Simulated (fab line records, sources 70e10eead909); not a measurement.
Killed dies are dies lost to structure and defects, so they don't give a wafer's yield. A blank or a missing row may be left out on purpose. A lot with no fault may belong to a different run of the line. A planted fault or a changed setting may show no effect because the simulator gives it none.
Matching of chambers || flow nand_harc || 4 sister chambers for NHARC_P_BONDPAD_ACTIVATE_29 on rie_diel-02
The step chemistry N2, time 60 s. 4 wafers are shown with their chamber, then 10 later ones without.

== WAFERS, EACH WITH ITS CHAMBER ==
{"wafer": "L079.5", "chamber": 1, "drypump_motor_current_A (A)": 6.1}
{"wafer": "L085.2", "chamber": 0, "drypump_motor_current_A (A)": 5.4}
{"wafer": "L087.1", "chamber": 3, "drypump_motor_current_A (A)": 5.6}
{"wafer": "L087.2", "chamber": 2, "drypump_motor_current_A (A)": 5.4}

== WAFERS WITH NO CHAMBER GIVEN ==
{"wafer": "L087.6", "drypump_motor_current_A (A)": 6.1}
{"wafer": "L092.1", "drypump_motor_current_A (A)": 6.1}
{"wafer": "L092.2", "drypump_motor_current_A (A)": 5.4}
{"wafer": "L092.3", "drypump_motor_current_A (A)": 5.6}
{"wafer": "L095.2", "drypump_motor_current_A (A)": 5.4}
{"wafer": "L095.3", "drypump_motor_current_A (A)": 5.6}
{"wafer": "L095.6", "drypump_motor_current_A (A)": 5.5}
{"wafer": "L097.2", "drypump_motor_current_A (A)": 6.1}
{"wafer": "L097.3", "drypump_motor_current_A (A)": 5.6}
{"wafer": "L097.6", "drypump_motor_current_A (A)": 5.6}

== WHICH CHAMBER EACH ONE RAN IN ==
{"wafer": "L087.6", "from the rows above": 1, "in truth": 1}
{"wafer": "L092.1", "from the rows above": 1, "in truth": 1}
{"wafer": "L092.2", "from the rows above": "can't be placed: 0 or 2", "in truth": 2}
{"wafer": "L092.3", "from the rows above": 3, "in truth": 3}
{"wafer": "L095.2", "from the rows above": "can't be placed: 0 or 2", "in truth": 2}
{"wafer": "L095.3", "from the rows above": 3, "in truth": 3}
{"wafer": "L095.6", "from the rows above": "can't be placed: 0 or 2 or 3", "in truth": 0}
{"wafer": "L097.2", "from the rows above": 1, "in truth": 1}
{"wafer": "L097.3", "from the rows above": 3, "in truth": 3}
{"wafer": "L097.6", "from the rows above": 3, "in truth": 3}
Correct placement for 7 of the 10. These rows do not allow placing 3 (true chamber among the candidates in 3). Placed wrongly: 0.
How it was worked out, from the rows above alone: a wafer's distance from a chamber is the root of the sum, over the readings, of the square of ((its reading less the chamber's mean) divided by the reading's scatter). If the next closest chamber is less than 2 further off than the closest, the wafer can't be placed; otherwise it belongs to the closest. For every chamber, the mean is computed from those of its wafers that are shown. The scatter (one wafer shown for each chamber): square how far every hidden wafer sits from the nearest shown wafer, average those squares and take the square root.
